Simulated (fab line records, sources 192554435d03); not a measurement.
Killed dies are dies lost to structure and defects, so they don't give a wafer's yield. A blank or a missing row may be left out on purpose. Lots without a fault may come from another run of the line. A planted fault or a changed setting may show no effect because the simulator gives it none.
Problem report in the 8D (eight disciplines) form, filled by code | flow n5_finfet | the parts of the form that need people (team, actions taken, sign-off) are left out

1. THE PROBLEM
trench_depth_nm at N5_BEOL_M7_OCD_MEAS_38 reads a mean of 77.0 nm on 3 wafers of 2 lots; wafers without a fault read 93.4 nm with a standard deviation of 1.4. That is -12 standard deviations from the usual mean.
First seen on wafer L147.4, day 12 21:11, on ocd-02. The record holds 19 wafers of 7 lots with a number at this step. Rule for "out", or "out of limits": more than 4 standard deviations from the usual mean. The other wafers with a number count as sound.

2. WHAT IT IS AND WHAT IT IS NOT
question                    | is                     | is not
which readings at this step | trench_depth_nm        | -
which lots                  | L147, L151             | L135, L141, L153, L154, L155
which wafers of those lots  | L147.4, L151.1, L151.4 | L147.3
read on which gauges        | ocd-02                 | ocd-01
when                        | from day 12 21:11      | up to then (7 sound wafers); but 9 sound wafers of L153, L154, L155 came after

3. SUSPECTS, AND WHAT RULES EACH OUT
Counting: a tool at a process step up to the reading stays a suspect if it ran every lot that is out. Sound lots after the first of them don't rule it out here, since some wafers of a struck lot are sound.
- the gauge at N5_BEOL_M7_OCD_MEAS_38: ruled out. All the wafers that are out were read on ocd-02, but those of them that N5_BEOL_M7_THK_MEAS_53 has rows for are out there too, on other tools.
- rie_diel-01 at N5_BEOL_M7_DESCUM_33 (chemistry O2, time 7 s): kept. It ran every lot that is out, first L147 (day 12 20:46); its last sound lot up to then is L141 (day 11 07:19).
- rie_diel-01 at N5_BEOL_M7_TRENCH_ETCH_37 (etches SiCOH lowk in C4F6/O2, target depth 93.478 nm, time 31.2 s): kept. It ran every lot that is out, first L147 (day 12 21:02); its last sound lot up to then is L141 (day 11 07:35).
- Within rie_diel-01 at N5_BEOL_M7_DESCUM_33: the wafers that are out ran in chambers 2, 3; their sound lot-mates ran in chamber 0.
- Within rie_diel-01 at N5_BEOL_M7_TRENCH_ETCH_37: the wafers that are out ran in chambers 2, 3; their sound lot-mates ran in chamber 0.
Left after counting: rie_diel-01 at N5_BEOL_M7_DESCUM_33, rie_diel-01 at N5_BEOL_M7_TRENCH_ETCH_37.

4. THE CAUSE (what the simulator had put in)
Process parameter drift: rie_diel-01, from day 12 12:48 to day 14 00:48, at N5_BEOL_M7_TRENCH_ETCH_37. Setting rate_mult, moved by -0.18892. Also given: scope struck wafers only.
Counting left 2 suspects, and this tool is among them.

5. THE CHAIN OF EFFECTS, in route order
Each row: a reading whose mean over the struck wafers that have a number lies more than 3 standard deviations from the usual. Only readings for which the record gives a usual standard deviation are gone through. hours: the time from each lot's start at the first step in this table that gives one to its start at this step, as a median over the lots. sigmas: the change in usual standard deviations.
hours | step                    | reading          | usual        | on struck wafers | change | sigmas
0     | N5_BEOL_M7_OCD_MEAS_38  | trench_depth_nm  | 93.4 nm      | 77.0             | -16.4  | -12
3     | N5_BEOL_M7_THK_MEAS_53  | M7_THK           | 81.6 nm      | 64.1             | -17.5  | -10
3     | N5_BEOL_M7_RS_MEAS_57   | M7_RS            | 0.286 ohm/sq | 0.382            | +0.096 | +15
59    | N5_BEOL_M15_RC_MEAS_101 | SERP_M7          | 13.8 ohm/um  | 18.4             | +4.6   | +10
59    | N5_BEOL_M15_RC_MEAS_101 | SERP_M7_max_site | 14.4 ohm/um  | 19.2             | +4.8   | +9.6
74    | N5_PASSIVATION_PROBE_49 | sort_bin_8_speed | 0.00 %       | 0.03             | +0.03  | +3.8
The process steps in it:
- N5_PASSIVATION_PROBE_49
Later measuring or inspecting steps at which every struck wafer that the step has a row for has a number for every such reading, and none has moved that far: N5_BEOL_M7_CD_MEAS_35.

6. WHAT WOULD HAVE CAUGHT IT SOONER
In this record the first reading out of limits at a measuring or inspecting step was taken at day 12 21:11, 8 hours after the fault began at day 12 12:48.
Of the tool readings at N5_BEOL_M7_TRENCH_ETCH_37 for which the record gives a usual standard deviation, none was out on any struck wafer, so an alarm limit of 4 standard deviations on them would not have fired.
Of the lots that are out (2), L151 began N5_BEOL_M7_TRENCH_ETCH_37 on rie_diel-01 after day 12 21:11. A hold on the tool at that time would have spared it.
